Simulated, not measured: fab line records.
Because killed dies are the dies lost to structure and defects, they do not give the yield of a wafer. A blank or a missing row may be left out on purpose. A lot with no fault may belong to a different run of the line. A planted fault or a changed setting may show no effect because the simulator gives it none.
Matching of chambers | flow n5-finfet | N5_SD_EPI_P_ETCH_37 on rie-diel-04: 4 sister chambers
The step etches SOC in N2/H2, overetch 108 nm, time 486 s. 4 wafers are shown with their chamber, then 7 later ones without.

## WAFERS, EACH WITH ITS CHAMBER
wafer  | chamber | showerhead-plenum-p-Torr (Torr)
L086.4 | 0       | 2.43
L090.2 | 1       | 2.59
L090.3 | 3       | 2.50
L091.4 | 2       | 2.53

## WAFERS WITH NO CHAMBER GIVEN
wafer  | showerhead-plenum-p-Torr (Torr)
L091.6 | 2.59
L094.2 | 2.53
L094.3 | 2.59
L094.4 | 2.42
L095.1 | 2.53
L095.4 | 2.42
L095.5 | 2.53

## WHICH CHAMBER EACH WENT THROUGH
wafer  | from the rows above | in truth
L091.6 | 1                   | 1
L094.2 | 2                   | 2
L094.3 | 1                   | 1
L094.4 | 0                   | 0
L095.1 | 2                   | 2
L095.4 | 0                   | 0
L095.5 | 2                   | 2
Correct placement for 7 of the 7. Can't be placed from these rows: 0. Wrongly placed: 0.
How it was worked out, from the rows above alone: a wafer's distance from a chamber is the root of the sum, over the readings, of the square of ((its reading less the chamber's mean) divided by the reading's scatter). The wafer belongs to the nearest chamber; if the next one is less than 2 further off, it can't be placed. Each chamber's mean is taken over the wafers shown for it. The scatter (one wafer shown for each chamber): square how far every hidden wafer sits from the nearest shown wafer, average those squares and take the square root.
